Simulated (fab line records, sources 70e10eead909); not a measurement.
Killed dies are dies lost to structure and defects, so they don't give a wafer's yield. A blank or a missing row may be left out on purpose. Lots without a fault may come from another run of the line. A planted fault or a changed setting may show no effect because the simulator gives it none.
One fault seen from 2 desks | flow nand_harc | each desk has only its own numbers; what lay behind them comes last

THE METROLOGY DESK
What the gauges read, lot by lot, whatever tool the lot ran on: means of the sampled wafers that have a number. A lot is out of limits, marked OUT, if its mean lies more than 4 standard deviations from the usual mean; the brackets give that distance.
Columns: A = thk_nm at NHARC_A_ONON_D1_THK_MEAS_11, usual 1000 nm
lot  | first seen here | A
L669 | day 7 23:35     | 991
L670 | day 8 04:43     | 1015
L671 | day 8 04:43     | 997
L673 | day 8 12:11     | 1002
L676 | day 9 03:45     | 756 (-24) OUT
L677 | day 9 15:40     | 758 (-24) OUT
L683 | day 11 12:53    | 1018
L684 | day 11 12:56    | 996
L685 | day 11 17:13    | 980
L688 | day 12 10:37    | 1011
L689 | day 12 16:09    | 996
L690 | day 12 16:11    | 1000
L691 | day 13 01:06    | 998
L692 | day 13 07:08    | 1009
This desk's finding: out of limits on L676, L677; first on L676, day 9 03:45 (thk_nm at NHARC_A_ONON_D1_THK_MEAS_11). In limits: L669, L670, L671, L673, L683, L684, L685, L688, L689, L690, L691, L692.

THE DEFECT DESK
What the inspections along the route counted, lot by lot: means of the sampled wafers that have a number. A lot is out of limits, marked OUT, if its mean lies more than 4 standard deviations from the usual mean; the brackets give that distance.
Columns: A = raw_defect_count at NHARC_A_ZERO_WELL_INSPECT_17, usual 11
lot  | first seen here | A
L669 | day 7 00:14     | 10
L670 | day 7 05:41     | 8
L671 | day 7 06:44     | 10
L673 | day 7 13:53     | 6
L676 | day 8 06:50     | 8
L677 | day 8 18:32     | 5
L683 | day 10 14:00    | 9
L684 | day 10 15:04    | 31
L685 | day 10 19:42    | 18
L688 | day 11 10:17    | 12
L689 | day 11 17:32    | 9
L690 | day 11 17:55    | 23
L691 | day 12 02:29    | 6
L692 | day 12 07:08    | 9
This desk's finding: nothing out of limits on any of the 14 lots.

PUT TOGETHER
The metrology desk could have raised an alarm at day 9 03:45, on L676, L677.
The defect desk saw nothing out of limits.
The defect desk has L676, L677 on record, within its limits.
Of the lots named, all ran NHARC_A_ONON_D1_DEP_09 on pecvd_onon-02.

WHAT THE SIMULATOR HAD PUT IN
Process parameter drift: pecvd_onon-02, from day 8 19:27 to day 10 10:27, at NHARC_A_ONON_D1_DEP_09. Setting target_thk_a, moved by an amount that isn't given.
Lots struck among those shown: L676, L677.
Hours from the fault's start to each desk's first reading out of limits: the metrology desk, 8.
